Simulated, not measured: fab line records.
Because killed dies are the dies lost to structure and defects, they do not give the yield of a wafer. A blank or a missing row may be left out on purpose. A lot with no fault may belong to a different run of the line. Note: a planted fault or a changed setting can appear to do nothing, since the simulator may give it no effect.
fab line records	flow nand-harc	part 1 of 2: steps 1 to 25 of 34
record lots=5	wafers=15	last-day=24
route steps=1159 shown A_CONTACT@877
lots with no fault: from the same line, run without faults
start-h: hours from the record's opening day to when the first of the lot's shown wafers began	wait-h: hours since the lot's step before	" repeats the value in the row above	L1.1+2: a row that stands for several wafers	- no value present, or no start provided	* or withheld: withheld	< > ~ a bound
route shown NAME@n: names a module that has steps shown in the file, with the first one's number in the route	usual: mean/standard deviation of fault-free wafers	same: alike in all rows	chamber/n: place in a boat	sites: the reading at each site	_std_site: the values' standard deviation	_edge_site: mean of outer sites minus mean of inner sites	radius-mm: for every site, how far away it sits from the centre of the wafer	mask NAME#n: copy n	behind: the most recent tool/chamber to have shaped the wafer	hold: the reason the lot was held/the length of the hold in hours/how it ended	device: names the non-switching transistor (n, p or np)	end of line: tests run on the same wafers once the route is complete	for a step that has no rows: nothing shown but its recipe	killed: the dies lost at the first sort to structure and to defects; this is not the yield of the wafer	map: shows each die of a wafer: x if killed, . if not, _ if none is there
set.NAME: setting as actually run; set.NAME@STEP: the setting as run at that earlier step	model.NAME: the simulator's own value behind a step, which no gauge read
a table for each step, a row for each wafer; lots at some steps of the route
services: the hour from which a tool's chamber was out of use, counted from the record's first day as start-h (under 0 if before that day), plus the number of hours and why
## steps
# step NHARC_A_CONTACT_CD_MEAS_53
# usual cd-nm=189.4/0.95
lot.wafer	tool	chamber	start-h	wait-h	cd-nm
L082.2	cd-sem-02	-	412.96	-	187.5
L082.3	"	-	"	"	187.9
L082.5	"	-	"	"	187.7
L081.1	cd-sem-01	-	425.40	-	189.2
L081.4	"	-	"	"	190.0
L081.5	"	-	"	"	190.4
L090.2	cd-sem-03	-	467.51	-	189.0
L090.4	"	-	"	"	188.8
L090.5	"	-	"	"	187.9
L092.1	cd-sem-02	-	476.18	-	189.9
L092.2	"	-	"	"	189.9
L092.5	"	-	"	"	190.3
L096.3	cd-sem-02	-	508.37	-	189.2
L096.4	"	-	"	"	189.5
L096.5	"	-	"	"	190.4
# step NHARC_A_CONTACT_STRIP_99
# recipe n2-flow-sccm=150	h2-flow-sccm=150	ar-flow-sccm=0	bias-w=0	chemistry=N2/H2
lot.wafer	tool	chamber	start-h	wait-h
L082.2+3+5	rie-diel-04	2,1,3	413.03	0.1
L081.1+4+5	rie-diel-05	3,0,0	425.47	0.1
L090.4+2+5	rie-diel-05	1,0,2	467.59	0.1
L092.1+2+5	rie-diel-04	0,3,1	476.25	0.1
L096.3+4+5	rie-diel-05	3,1,2	508.45	0.1
# step NHARC_A_CONTACT_STRIP_100
# recipe cf4-flow-sccm=100	chf3-flow-sccm=30	ar-flow-sccm=0	bias-w=0	chemistry=CF4/CHF3
lot.wafer	tool	chamber	start-h	wait-h
L082.3+2+5	rie-diel-04	2,3,0	413.13	0.1
L081.4+1+5	rie-diel-05	3,0,3	425.57	0.1
L090.2+4+5	rie-diel-05	2,1,2	467.68	0.1
L092.2+1+5	rie-diel-04	0,3,1	476.35	0.1
L096.4+3+5	rie-diel-05	0,1,2	508.54	0.1
# step NHARC_A_CONTACT_STRIP_101
# recipe o2-flow-sccm=400	cos-flow-sccm=20	ar-flow-sccm=0	bias-w=0	chemistry=O2/COS
lot.wafer	tool	chamber	start-h	wait-h
L082.2+3+5	rie-diel-04	3,0,1	413.19	0.1
L081.1+4+5	rie-diel-05	1,3,1	425.63	0.1
L090.4+2+5	rie-diel-05	2,3,2	467.74	0.0
L092.2+1+5	rie-diel-04	1,3,2	476.46	0.1
L096.4+3+5	rie-diel-05	3,2,0	508.60	0.1
# step NHARC_A_CONTACT_ETCH_102
# recipe target-depth-a=700	overetch-a=70	time-s=38.5	ion-energy-ev=100	cf4-flow-sccm=80	o2-flow-sccm=20	ar-flow-sccm=0	rf-w=300	bias-w=100	chemistry=CF4/O2
# usual cf4-flow-sccm=80.01/0.27	drypump-motor-current-A=5.6/0.53	oes-product-au=0.997/0.013	rf-vpp-V=198.1/1.1	showerhead-plenum-p-Torr=1.35/0.042	throttle-valve-pct=13.398/0.0091
lot.wafer	tool	chamber	start-h	wait-h	cf4-flow-sccm	drypump-motor-current-A	oes-product-au	rf-hours-counter-h	rf-vpp-V	showerhead-plenum-p-Torr	throttle-valve-pct
L082.3	rie-diel-04	2	413.25	0.1	80.18	5.8	1.009	18	197.5	1.37	13.391
L082.2	"	3	"	"	80.50	5.4	1.025	19	199.4	1.40	13.407
L082.5	"	2	"	"	80.18	5.8	1.005	-	198.9	1.37	13.410
L081.1	rie-diel-05	3	425.69	0.1	79.71	6.3	0.997	29	197.4	1.29	13.387
L081.4	"	2	"	"	79.69	6.3	1.010	27	198.4	1.36	13.394
L081.5	"	3	"	"	80.17	6.3	0.998	-	197.9	1.29	13.381
L090.4	rie-diel-05	1	467.80	0.1	79.75	5.2	0.981	43	199.8	1.42	13.423
L090.2	"	3	"	"	79.95	6.3	1.006	47	195.4	1.29	13.391
L090.5	"	1	"	"	79.83	5.2	0.981	-	199.4	1.42	13.397
L092.2	rie-diel-04	1	476.54	0.1	79.71	5.1	1.005	0	198.0	1.32	13.397
L092.1	"	2	"	"	79.83	5.8	1.021	0	198.9	1.37	13.402
L092.5	"	3	"	"	79.80	5.4	0.997	-	196.8	1.40	13.398
L096.4	rie-diel-05	1	508.66	0.1	79.99	5.3	0.989	57	199.6	1.42	13.394
L096.3	"	3	"	"	79.97	6.3	1.007	60	197.1	1.29	13.399
L096.5	"	2	"	"	79.99	6.2	1.008	-	197.7	1.35	13.385
# step NHARC_A_CONTACT_STRIP_55
# recipe o2-flow-sccm=500	ar-flow-sccm=0	bias-w=0	chemistry=O2
# usual drypump-motor-current-A=5.6/0.53	oes-product-au=0.998/0.015	rf-vpp-V=57.9/0.87	showerhead-plenum-p-Torr=3.57/0.11	throttle-valve-pct=17.037/0.008
lot.wafer	tool	chamber	start-h	wait-h	drypump-motor-current-A	oes-product-au	rf-hours-counter-h	rf-vpp-V	showerhead-plenum-p-Torr	throttle-valve-pct
L082.3	rie-diel-04	0	-	-	6.0	0.990	18	56.6	3.48	17.051
L082.2	"	2	"	"	5.8	0.995	18	56.8	3.62	17.018
L082.5	"	3	"	"	5.4	1.020	-	58.0	3.69	17.039
L081.1	rie-diel-05	2	-	-	6.3	1.007	27	57.5	3.58	17.048
L081.4	"	3	"	"	6.3	0.996	29	59.2	3.43	17.039
L081.5	"	1	"	"	5.2	0.982	-	58.2	3.75	17.036
L090.4	rie-diel-05	0	-	-	6.3	0.991	47	56.9	3.44	17.043
L090.2	"	2	"	"	6.3	1.002	45	57.2	3.57	17.049
L090.5	"	0	"	"	6.2	0.986	-	58.3	3.44	17.040
L092.2	rie-diel-04	0	-	-	6.0	1.000	1	56.1	3.48	17.027
L092.1	"	2	"	"	5.8	1.007	1	58.6	3.61	17.039
L092.5	"	0	"	"	5.9	1.005	-	58.8	3.48	17.042
L096.3	rie-diel-05	1	-	-	5.3	0.990	57	59.0	3.74	17.043
L096.4	"	2	"	"	6.3	1.011	58	58.2	3.56	17.051
L096.5	"	1	"	"	5.3	0.994	-	58.1	3.74	17.039
# step NHARC_A_CONTACT_STRIP_56
# recipe time-s=600	temp-c=30	chemistry=post-etch-residue-remover
lot.wafer	tool	chamber	start-h	wait-h
L082.5+3+2	wet-bench-07	4,0,1	413.63	-
L081.4+1+5	wet-bench-05	1,4,5	426.08	-
L090.2+5+4	wet-bench-05	0,2,5	468.19	-
L092.2+1+5	wet-bench-07	4,5,7	476.95	-
L096.5+3+4	wet-bench-07	1,2,4	509.05	-
# step NHARC_A_CONTACT_DEP_57
# recipe target-thk-a=28000	temp-c=400	material=aC
# usual throttle-valve-pct=35.001/0.0085
lot.wafer	tool	chamber	start-h	wait-h	throttle-valve-pct
L082.2	acl-dep-01	0	415.40	-	34.989
L082.3	"	0	"	"	34.990
L082.5	"	0	"	"	34.996
L081.1	acl-dep-02	0	427.35	-	34.999
L081.4	"	0	"	"	34.990
L081.5	"	0	"	"	34.992
L090.2	acl-dep-02	0	471.22	-	34.993
L090.4	"	0	"	"	34.999
L090.5	"	0	"	"	34.999
L092.1	acl-dep-03	0	479.90	-	34.999
L092.2	"	0	"	"	35.021
L092.5	"	0	"	"	35.013
L096.3	acl-dep-01	0	509.89	-	35.006
L096.4	"	0	"	"	34.997
L096.5	"	0	"	"	34.998
# step NHARC_A_CONTACT_DEP_58
# recipe target-thk-a=600	target-thk-nm=60	temp-c=400	pressure-torr=3.5	flow-sccm=200	rf-w=350	material=SiON
# usual heater-power-w=794/140
lot.wafer	tool	chamber	start-h	wait-h	heater-power-w
L082.3	pecvd-02	1	416.90	0.9	1043
L082.2	"	0	"	"	570
L082.5	"	0	"	"	591
L081.1	pecvd-03	1	429.10	1.5	784
L081.5	"	1	"	"	784
L081.4	"	0	"	"	803
L090.2	pecvd-02	2	472.66	1.2	806
L090.5	"	2	"	"	797
L090.4	"	1	"	"	936
L092.2	pecvd-04	1	481.64	1.2	831
L092.1	"	0	"	"	896
L092.5	"	1	"	"	829
L096.3	pecvd-03	0	511.07	0.9	668
L096.4	"	1	"	"	789
L096.5	"	2	"	"	734
# step NHARC_A_CONTACT_DEHYDRATE_59
# recipe temp-c=150	time-s=120
lot.wafer	tool	chamber	start-h	wait-h
L082.2+3+5	litho-track-01	0	417.17	0.2
L081.1+4+5	litho-track-01	0	429.37	0.2
L090.2+4+5	litho-track-01	0	472.93	0.2
L092.1+2+5	litho-track-04	0	481.91	0.2
L096.3+4+5	litho-track-04	0	511.34	0.2
# step NHARC_A_CONTACT_HMDS_60
# recipe time-s=30
lot.wafer	tool	chamber	start-h	wait-h
L082.2+3+5	litho-track-01	0	-	-
L081.1+4+5	litho-track-01	0	-	-
L090.2+4+5	litho-track-01	0	-	-
L092.1+2+5	litho-track-04	0	-	-
L096.3+4+5	litho-track-04	0	-	-
# step NHARC_A_CONTACT_COAT_61
# recipe temp-c=260	time-s=75
lot.wafer	tool	chamber	start-h	wait-h
L082.2+3+5	litho-track-01	0	-	-
L081.1+4+5	litho-track-01	0	-	-
L090.2+4+5	litho-track-01	0	-	-
L092.1+2+5	litho-track-04	0	-	-
L096.3+4+5	litho-track-04	0	-	-
# step NHARC_A_CONTACT_COAT_62
# recipe temp-c=225	time-s=65
lot.wafer	tool	chamber	start-h	wait-h
L082.2+3+5	litho-track-01	0	-	-
L081.1+4+5	litho-track-01	0	-	-
L090.2+4+5	litho-track-01	0	-	-
L092.1+2+5	litho-track-04	0	-	-
L096.3+4+5	litho-track-04	0	-	-
# step NHARC_A_CONTACT_COAT_63
# recipe spin-rpm=1500	resist-thk-nm=90
lot.wafer	tool	chamber	start-h	wait-h
L082.2+3+5	litho-track-01	0	-	-
L081.1+4+5	litho-track-01	0	-	-
L090.2+4+5	litho-track-01	0	-	-
L092.1+2+5	litho-track-04	0	-	-
L096.3+4+5	litho-track-04	0	-	-
# step NHARC_A_CONTACT_SOFTBAKE_64
# recipe temp-c=105	time-s=55
lot.wafer	tool	chamber	start-h	wait-h
L082.2+3+5	litho-track-01	0	-	-
L081.1+4+5	litho-track-01	0	-	-
L090.2+4+5	litho-track-01	0	-	-
L092.1+2+5	litho-track-04	0	-	-
L096.3+4+5	litho-track-04	0	-	-
# step NHARC_A_CONTACT_EBR_65
lot.wafer	tool	chamber	start-h	wait-h
L082.2+3+5	litho-track-01	0	-	-
L081.1+4+5	litho-track-01	0	-	-
L090.2+4+5	litho-track-01	0	-	-
L092.1+2+5	litho-track-04	0	-	-
L096.3+4+5	litho-track-04	0	-	-
# step NHARC_A_CONTACT_EXPOSE_66
# recipe na=1.35	sigma-outer=0.8	dose-mj=59.02	mask-id=A_CC_2
# usual exposure-dose-mJ-cm2=59.01/0.047	stage-vel-mm-s=500.02/0.23
lot.wafer	tool	chamber	start-h	wait-h	mask	exposure-dose-mJ-cm2	stage-vel-mm-s
L082.2	arfi-scanner-01	0	417.36	-	A_CC_2#0	59.02	499.79
L082.3	"	0	"	"	A_CC_2#0	59.12	499.67
L082.5	"	0	"	"	A_CC_2#0	59.06	499.76
L081.1	arfi-scanner-01	0	429.68	-	A_CC_2#0	58.99	499.89
L081.4	"	0	"	"	A_CC_2#0	58.98	499.77
L081.5	"	0	"	"	A_CC_2#0	59.06	499.77
L090.2	arfi-scanner-03	0	473.24	-	A_CC_2#0	59.07	500.36
L090.4	"	0	"	"	A_CC_2#0	59.00	499.84
L090.5	"	0	"	"	A_CC_2#0	59.10	500.30
L092.1	arfi-scanner-03	0	482.10	-	A_CC_2#0	59.03	499.82
L092.2	"	0	"	"	A_CC_2#0	59.03	500.15
L092.5	"	0	"	"	A_CC_2#0	58.99	499.99
L096.3	arfi-scanner-02	0	511.53	-	A_CC_2#0	59.06	500.52
L096.4	"	0	"	"	A_CC_2#0	59.00	500.19
L096.5	"	0	"	"	A_CC_2#0	59.05	499.98
# step NHARC_A_CONTACT_PEB_67
# recipe peb-temp-c=100	peb-time-s=65
lot.wafer	tool	chamber	start-h	wait-h
L082.2+3+5	litho-track-01	0	417.42	0.1
L081.1+4+5	litho-track-04	0	429.74	0.1
L090.2+4+5	litho-track-01	0	473.30	0.1
L092.1+2+5	litho-track-01	0	482.16	0.1
L096.3+4+5	litho-track-06	0	511.58	0.0
# step NHARC_A_CONTACT_DEVELOP_68
# recipe develop-time-s=35	dev-temp-c=23
lot.wafer	tool	chamber	start-h	wait-h
L082.2+3+5	litho-track-01	0	-	-
L081.1+4+5	litho-track-04	0	-	-
L090.2+4+5	litho-track-01	0	-	-
L092.1+2+5	litho-track-01	0	-	-
L096.3+4+5	litho-track-06	0	-	-
# step NHARC_A_CONTACT_CD_MEAS_69
# recipe target-cd-nm=200	landing-energy-ev=500
# usual cd-nm=200.1/0.84
lot.wafer	tool	chamber	start-h	wait-h	cd-nm
L082.2	cd-sem-03	0	417.50	-	200.7
L082.3	"	0	"	"	200.4
L082.5	"	0	"	"	200.8
L081.1	cd-sem-03	0	429.82	-	199.1
L081.4	"	0	"	"	200.6
L081.5	"	0	"	"	198.7
L090.2	cd-sem-02	0	473.38	-	201.1
L090.4	"	0	"	"	200.7
L090.5	"	0	"	"	200.5
L092.1	cd-sem-01	0	482.23	-	200.8
L092.2	"	0	"	"	201.0
L092.5	"	0	"	"	200.3
L096.3	cd-sem-01	0	511.67	-	199.2
L096.4	"	0	"	"	199.4
L096.5	"	0	"	"	200.9
# step NHARC_A_CONTACT_OVL_MEAS_70
# usual overlay-x-nm=-0.1/0.95	overlay-y-nm=-0.3/0.66
lot.wafer	tool	chamber	start-h	wait-h	overlay-x-nm	overlay-y-nm
L082.2	overlay-01	-	417.58	-	-1.5	-1.1
L082.3	"	-	"	"	-0.9	-1.7
L082.5	"	-	"	"	-1.5	-0.9
L081.1	overlay-01	-	429.91	-	-0.4	-1.0
L081.4	"	-	"	"	-1.1	-1.3
L081.5	"	-	"	"	-0.9	-1.6
L090.2	overlay-01	-	473.46	-	-1.4	0.5
L090.4	"	-	"	"	-0.4	1.0
L090.5	"	-	"	"	-0.9	0.2
L092.1	overlay-01	-	482.32	-	-0.7	-0.3
L092.2	"	-	"	"	-0.8	-0.9
L092.5	"	-	"	"	-1.5	-0.7
L096.3	overlay-02	-	511.75	-	1.0	0.2
L096.4	"	-	"	"	1.1	-0.4
L096.5	"	-	"	"	1.5	-0.5
# step NHARC_A_CONTACT_INSPECT_71
# usual raw-defect-count=28/13
lot.wafer	tool	chamber	start-h	wait-h	raw-defect-count
L082.2	defect-inspect-01	-	417.62	0.0	23
L082.3	"	-	"	"	33
L082.5	"	-	"	"	28
L081.1	defect-inspect-02	-	429.94	0.0	32
L081.4	"	-	"	"	24
L081.5	"	-	"	"	25
L090.2	defect-inspect-01	-	473.50	0.0	14
L090.4	"	-	"	"	16
L090.5	"	-	"	"	21
L092.1	defect-inspect-02	-	482.36	0.0	19
L092.2	"	-	"	"	18
L092.5	"	-	"	"	19
L096.3	defect-inspect-02	-	511.79	0.0	53
L096.4	"	-	"	"	37
L096.5	"	-	"	"	48
# step NHARC_A_CONTACT_DESCUM_74
# recipe time-s=3	o2-flow-sccm=200	ar-flow-sccm=0	bias-power-w=0	chemistry=O2
# usual drypump-motor-current-A=5.7/0.54	oes-product-au=0.997/0.013	rf-vpp-V=57.9/0.89	showerhead-plenum-p-Torr=1.94/0.065	throttle-valve-pct=11.310/0.01
lot.wafer	tool	chamber	start-h	wait-h	drypump-motor-current-A	oes-product-au	rf-hours-counter-h	rf-vpp-V	showerhead-plenum-p-Torr	throttle-valve-pct
L082.3	rie-diel-04	1	417.68	0.1	5.1	0.986	19	58.3	1.90	11.309
L082.2	"	2	"	"	5.8	1.012	18	57.2	1.97	11.294
L082.5	"	2	"	"	5.8	1.005	-	58.4	1.96	11.324
L081.1	rie-diel-07	3	430.00	0.1	5.1	1.000	5	59.4	1.92	11.313
L081.4	"	0	"	"	5.1	0.991	5	60.2	2.05	11.320
L081.5	"	3	"	"	5.1	0.998	-	59.1	1.92	11.305
L090.4	rie-diel-05	0	474.84	1.3	6.3	0.998	50	56.5	1.86	11.318
L090.2	"	1	"	"	5.2	1.000	46	57.8	2.04	11.318
L090.5	"	2	"	"	6.2	1.003	-	59.0	1.94	11.309
L092.1	rie-diel-05	1	482.43	0.1	5.3	0.996	49	60.3	2.04	11.299
L092.2	"	3	"	"	6.3	1.015	52	57.9	1.85	11.308
L092.5	"	0	"	"	6.3	0.978	-	57.5	1.86	11.308
L096.4	rie-diel-04	0	511.86	0.1	6.0	1.007	6	58.7	1.88	11.300
L096.3	"	1	"	"	5.1	0.990	5	57.6	1.89	11.309
L096.5	"	0	"	"	6.0	1.009	-	56.4	1.88	11.301
# step NHARC_A_CONTACT_ETCH_75
# recipe target-depth-a=390	over-etch-frac=0.3	time-s=65	ion-energy-ev=80	cf4-flow-sccm=150	ar-flow-sccm=0	rf-w=300	bias-w=100	chemistry=CF4
# usual cf4-flow-sccm=150.0/0.45	drypump-motor-current-A=5.7/0.55	oes-product-au=0.995/0.013	rf-vpp-V=151.4/1.1	showerhead-plenum-p-Torr=1.78/0.054	throttle-valve-pct=13.284/0.0092
lot.wafer	tool	chamber	start-h	wait-h	cf4-flow-sccm	drypump-motor-current-A	oes-product-au	rf-hours-counter-h	rf-vpp-V	showerhead-plenum-p-Torr	throttle-valve-pct
L082.2	rie-diel-04	1	417.77	0.1	150.2	5.0	0.980	19	151.4	1.76	13.285
L082.3	"	3	"	"	150.7	5.4	1.008	19	152.1	1.85	13.271
L082.5	"	1	"	"	150.1	5.0	0.985	-	150.1	1.76	13.292
L081.1	rie-diel-07	2	430.09	0.1	150.2	6.6	0.976	6	152.1	1.73	13.285
L081.4	"	3	"	"	149.9	5.1	0.990	5	151.0	1.77	13.288
L081.5	"	2	"	"	149.8	6.6	0.982	-	150.8	1.73	13.279
L090.2	rie-diel-05	0	475.09	0.2	150.1	6.3	0.979	50	149.0	1.72	13.276
L090.4	"	2	"	"	149.8	6.3	0.999	47	152.8	1.79	13.280
L090.5	"	0	"	"	149.6	6.3	0.982	-	151.2	1.72	13.276
L092.1	rie-diel-05	0	482.51	0.1	149.4	6.3	0.994	53	150.2	1.72	13.290
L092.2	"	3	"	"	149.5	6.3	1.009	52	151.5	1.71	13.291
L092.5	"	1	"	"	150.0	5.3	0.998	-	152.9	1.88	13.273
L096.4	rie-diel-04	2	511.93	0.1	150.5	5.8	1.012	6	151.9	1.81	13.305
L096.3	"	3	"	"	150.3	5.4	0.987	6	153.1	1.84	13.272
L096.5	"	3	"	"	150.4	5.5	1.001	-	152.8	1.84	13.295
# step NHARC_A_CONTACT_ETCH_76
# recipe target-depth-a=2600	over-etch-frac=0.3	time-s=475.3	ion-energy-ev=200	n2-flow-sccm=150	h2-flow-sccm=150	ar-flow-sccm=0	rf-w=400	bias-w=150	chemistry=N2/H2
# usual drypump-motor-current-A=5.7/0.55	oes-product-au=0.998/0.013	rf-vpp-V=431.3/2.2	showerhead-plenum-p-Torr=2.06/0.07	throttle-valve-pct=14.170/0.0084
lot.wafer	tool	chamber	start-h	wait-h	drypump-motor-current-A	oes-product-au	rf-hours-counter-h	rf-vpp-V	showerhead-plenum-p-Torr	throttle-valve-pct
L082.2	rie-diel-04	0	-	-	6.0	1.011	18	430.7	2.01	14.189
L082.3	"	1	"	"	5.1	0.984	19	431.4	2.02	14.176
L082.5	"	0	"	"	5.9	1.011	-	430.2	2.01	14.160
L081.4	rie-diel-07	2	-	-	6.6	1.004	6	429.2	1.99	14.168
L081.1	"	1	"	"	4.9	0.998	6	431.7	2.06	14.172
L081.5	"	3	"	"	5.2	0.994	-	429.0	2.04	14.178
L090.2	rie-diel-05	0	-	-	6.3	1.001	50	428.0	1.98	14.165
L090.4	"	1	"	"	5.3	0.995	46	434.5	2.18	14.184
L090.5	"	1	"	"	5.3	0.993	-	434.3	2.18	14.190
L092.1	rie-diel-05	1	-	-	5.2	0.995	49	434.1	2.18	14.175
L092.2	"	0	"	"	6.3	0.994	53	429.7	1.98	14.169
L092.5	"	1	"	"	5.3	0.983	-	435.1	2.18	14.168
L096.3	rie-diel-04	1	-	-	5.0	0.991	5	430.2	2.02	14.169
L096.4	"	3	"	"	5.4	1.005	6	433.3	2.14	14.170
L096.5	"	1	"	"	5.1	0.996	-	430.9	2.02	14.150
